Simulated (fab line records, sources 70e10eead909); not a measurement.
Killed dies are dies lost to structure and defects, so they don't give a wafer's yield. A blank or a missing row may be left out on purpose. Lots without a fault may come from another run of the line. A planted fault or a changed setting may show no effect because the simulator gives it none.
Chamber matching | flow nand_harc | NHARC_P_ZERO_WELL_DESCUM_26 on rie_diel-03: 4 sister chambers
The step chemistry O2, time 3 s. 8 wafers are shown with their chamber, then 6 later ones without.

WAFERS WITH THEIR CHAMBER
wafer  | chamber | drypump_motor_current_A (A) | showerhead_plenum_p_Torr (Torr)
L714.5 | 2       | 4.8                         | 1.90
L721.3 | 0       | 5.3                         | 1.88
L724.1 | 1       | 6.1                         | 1.91
L724.5 | 1       | 6.1                         | 1.91
L724.6 | 0       | 5.3                         | 1.88
L725.2 | 3       | 5.6                         | 1.77
L725.4 | 3       | 5.7                         | 1.77
L725.6 | 2       | 4.8                         | 1.89

WAFERS WITHOUT THEIR CHAMBER
wafer  | drypump_motor_current_A (A) | showerhead_plenum_p_Torr (Torr)
L729.3 | 5.3                         | 1.87
L729.5 | 6.1                         | 1.90
L729.6 | 5.3                         | 1.87
L731.3 | 6.1                         | 1.90
L731.5 | 5.7                         | 1.77
L731.6 | 4.8                         | 1.88

WHICH CHAMBER EACH WENT THROUGH
wafer  | from the rows above | in truth
L729.3 | 0                   | 0
L729.5 | 1                   | 1
L729.6 | 0                   | 0
L731.3 | 1                   | 1
L731.5 | 3                   | 3
L731.6 | 2                   | 2
Placed correctly: 6 of 6. Can't be placed from these rows: 0. Placed wrongly: 0.
How it was worked out, from the rows above alone: a wafer's distance from a chamber is the root of the sum, over the readings, of the square of ((its reading less the chamber's mean) divided by the reading's scatter). The wafer belongs to the nearest chamber; if the next one is less than 2 further off, it can't be placed. A chamber's mean is the mean of its shown wafers. The scatter: the root of (the sum of the squares of (reading less its chamber's mean) over the shown wafers, divided by (wafers less chambers)).
